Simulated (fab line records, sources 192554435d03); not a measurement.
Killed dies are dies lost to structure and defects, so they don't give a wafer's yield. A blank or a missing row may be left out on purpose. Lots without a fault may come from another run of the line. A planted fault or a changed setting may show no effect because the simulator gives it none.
Which tool did it? | flow n5_finfet | 12 lots, 36 wafers sampled, at 1 step of a route of 1938

WHAT THE GAUGES READ, wafer by wafer
N5_BEOL_M1_OVL_MEAS_12.
lot  | measured     | on         | M1_OVL (nm)
L075 | day 6 15:39  | overlay-01 | -0.3 -0.8 0.2
L077 | day 6 22:01  | overlay-01 | 0.9 1.3 1.1
L079 | day 7 08:45  | overlay-01 | -1.0 1.1 -0.9
L081 | day 7 21:44  | overlay-01 | 0.9 0.2 0.4
L083 | day 8 04:58  | overlay-02 | -1.2 -0.4 -1.1
L085 | day 9 02:38  | overlay-01 | 0.7 0.9 1.2
L088 | day 9 13:52  | overlay-01 | 0.7 1.1 0.8
L089 | day 10 02:11 | overlay-01 | 0.6 -1.4 -0.6
L092 | day 10 08:14 | overlay-01 | -0.5 -1.2 -2.3
L093 | day 10 20:55 | overlay-01 | 0.1 -0.8 -1.3
L095 | day 11 07:37 | overlay-02 | -0.6 -0.1 0.3
L097 | day 11 22:45 | overlay-01 | -0.5 0.0 -0.2

WHICH TOOL RAN EACH LOT (tool, then ch and the chambers of the sampled wafers, then the start)
The record holds no process step before these readings.

THE ANSWER, worked out from the rows above alone
Rule: what is usual is taken from the lots themselves. Put in order of their means at a reading, lots are off if they are a third of the lots or fewer, leave a main group of 4 or more, and stand apart from it by a gap of 3 or more times the standard deviation of the main group's means; of several such gaps the widest counts. A main group whose means are all the same, to the digits that the tables above print for the reading, isn't used. A lot without any number at a reading at which 4 lots or more have one is off too. The other lots that the step has rows for count as sound.
No lot is off at any reading shown: from this, nothing can be told.

WHAT THE SIMULATOR HAD PUT IN
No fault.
